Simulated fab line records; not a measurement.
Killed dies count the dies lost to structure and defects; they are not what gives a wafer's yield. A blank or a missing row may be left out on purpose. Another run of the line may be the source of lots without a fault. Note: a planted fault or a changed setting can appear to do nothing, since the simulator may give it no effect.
Matching of chambers -- flow n5-finfet -- pecvd-03 running N5_BEOL_M11_DEP_56: 3 sister chambers
The step deposits SiCN from 3MS/NH3, target thk 30 nm, time 10.5 s. 6 wafers are shown with their chamber, then 9 later ones without.

## WAFERS WITH THEIR CHAMBER
wafer,chamber,showerhead-plenum-p-Torr (Torr),throttle-valve-pct (%)
L077.6,2,4.173,16.4
L083.2,1,4.120,18.1
L083.3,2,4.188,16.5
L084.1,1,4.124,17.7
L084.2,0,4.110,18.2
L084.4,0,4.112,18.1

## WAFERS WITH NO CHAMBER GIVEN
wafer,showerhead-plenum-p-Torr (Torr),throttle-valve-pct (%)
L088.3,4.115,17.7
L088.5,4.120,18.1
L088.6,4.123,18.1
L089.3,4.125,18.0
L089.5,4.121,18.3
L089.6,4.183,16.6
L097.2,4.125,18.3
L097.3,4.126,16.6
L097.5,4.121,16.5

## CHAMBER TAKEN BY EACH
wafer,from the rows above,in truth
L088.3,can't be placed: 1 or 0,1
L088.5,can't be placed: 1 or 0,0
L088.6,can't be placed: 1 or 0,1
L089.3,can't be placed: 1 or 0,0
L089.5,can't be placed: 0 or 1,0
L089.6,2,2
L097.2,can't be placed: 0 or 1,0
L097.3,can't be placed: 1 or 2 or 0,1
L097.5,can't be placed: 1 or 2 or 0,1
Correct placement for 1 of the 9. These rows do not allow placing 8 (true chamber among the candidates in 8). Wrongly placed: 0.
How it was worked out, from the rows above alone: a wafer's distance from a chamber is the root of the sum, over the readings, of the square of ((its reading less the chamber's mean) divided by the reading's scatter). If the next closest chamber is less than 2 further off than the closest, the wafer can't be placed; otherwise it belongs to the closest. Each chamber's mean is taken over the wafers shown for it. How the scatter is found: for the shown wafers, subtract from each reading the mean of its chamber, square and add these, divide the total by (wafers less chambers), then take the root.
